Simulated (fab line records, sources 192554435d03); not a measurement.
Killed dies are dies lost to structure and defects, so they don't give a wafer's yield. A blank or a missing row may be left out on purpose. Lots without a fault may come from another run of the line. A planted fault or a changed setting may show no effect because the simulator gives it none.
Chamber matching | flow n5_finfet | N5_BEOL_M0_SAQP_STRIP_86 on rie_diel-02: 4 sister chambers
The step strips in N2/H2. 24 wafers are shown with their chamber, then 12 later ones without.

WAFERS WITH THEIR CHAMBER
wafer  | chamber | showerhead_plenum_p_Torr (Torr) | drypump_motor_current_A (A) | throttle_valve_pct (%)
L077.2 | 3       | 3.56                            | 5.4                         | 18.8
L077.3 | 0       | 3.25                            | 5.8                         | 18.6
L077.6 | 3       | 3.56                            | 5.4                         | 18.8
L080.1 | 3       | 3.56                            | 5.4                         | 18.8
L080.2 | 2       | 3.23                            | 5.9                         | 19.1
L080.3 | 1       | 3.35                            | 4.9                         | 19.3
L080.4 | 0       | 3.25                            | 5.8                         | 18.6
L080.5 | 1       | 3.35                            | 4.9                         | 19.3
L080.6 | 2       | 3.23                            | 5.9                         | 19.1
L083.1 | 3       | 3.56                            | 5.4                         | 18.8
L083.2 | 2       | 3.23                            | 5.9                         | 19.1
L083.3 | 1       | 3.35                            | 4.9                         | 19.4
L083.4 | 0       | 3.25                            | 5.8                         | 18.6
L083.5 | 3       | 3.56                            | 5.4                         | 18.7
L083.6 | 2       | 3.23                            | 5.9                         | 19.1
L087.1 | 2       | 3.23                            | 5.9                         | 19.1
L087.2 | 3       | 3.55                            | 5.4                         | 18.8
L087.6 | 1       | 3.35                            | 4.9                         | 19.4
L088.1 | 2       | 3.22                            | 5.8                         | 19.1
L088.5 | 3       | 3.55                            | 5.4                         | 18.8
L088.6 | 0       | 3.24                            | 5.8                         | 18.6
L090.2 | 0       | 3.24                            | 5.8                         | 18.6
L090.3 | 1       | 3.34                            | 4.8                         | 19.4
L090.6 | 3       | 3.55                            | 5.4                         | 18.8

SIGNATURES (means of the wafers above)
reading                  | chamber 0 | chamber 1 | chamber 2 | chamber 3 | scatter within a chamber
showerhead_plenum_p_Torr | 3.2460    | 3.3480    | 3.2283    | 3.5562    | 0.00485
drypump_motor_current_A  | 5.800     | 4.880     | 5.883     | 5.400     | 0.0286
throttle_valve_pct       | 18.600    | 19.360    | 19.100    | 18.788    | 0.0322
Rule: a wafer's distance from a chamber is the root of the sum, over the readings, of the square of ((its reading less the chamber's mean) divided by the reading's scatter). The wafer belongs to the nearest chamber; if the next one is less than 2 further off, it can't be placed. The scatter: the root of (the sum of the squares of (reading less its chamber's mean) over the shown wafers, divided by (wafers less chambers)).

WAFERS WITHOUT THEIR CHAMBER
wafer  | showerhead_plenum_p_Torr (Torr) | drypump_motor_current_A (A) | throttle_valve_pct (%)
L092.1 | 3.54                            | 5.4                         | 18.8
L092.2 | 3.24                            | 5.8                         | 18.6
L092.3 | 3.34                            | 4.9                         | 19.4
L092.4 | 3.22                            | 5.9                         | 19.1
L092.5 | 3.54                            | 5.4                         | 18.8
L092.6 | 3.23                            | 5.8                         | 18.6
L094.1 | 3.23                            | 5.8                         | 18.6
L094.2 | 3.22                            | 5.9                         | 19.1
L094.3 | 3.54                            | 5.4                         | 18.9
L094.4 | 3.23                            | 5.8                         | 18.7
L094.5 | 3.22                            | 5.9                         | 19.1
L094.6 | 3.54                            | 5.4                         | 18.8

WHICH CHAMBER EACH WENT THROUGH
wafer  | from the rows above | in truth
L092.1 | 3                   | 3
L092.2 | 0                   | 0
L092.3 | 1                   | 1
L092.4 | 2                   | 2
L092.5 | 3                   | 3
L092.6 | 0                   | 0
L094.1 | 0                   | 0
L094.2 | 2                   | 2
L094.3 | 3                   | 3
L094.4 | 0                   | 0
L094.5 | 2                   | 2
L094.6 | 3                   | 3
Placed correctly: 12 of 12. Can't be placed from these rows: 0. Placed wrongly: 0.
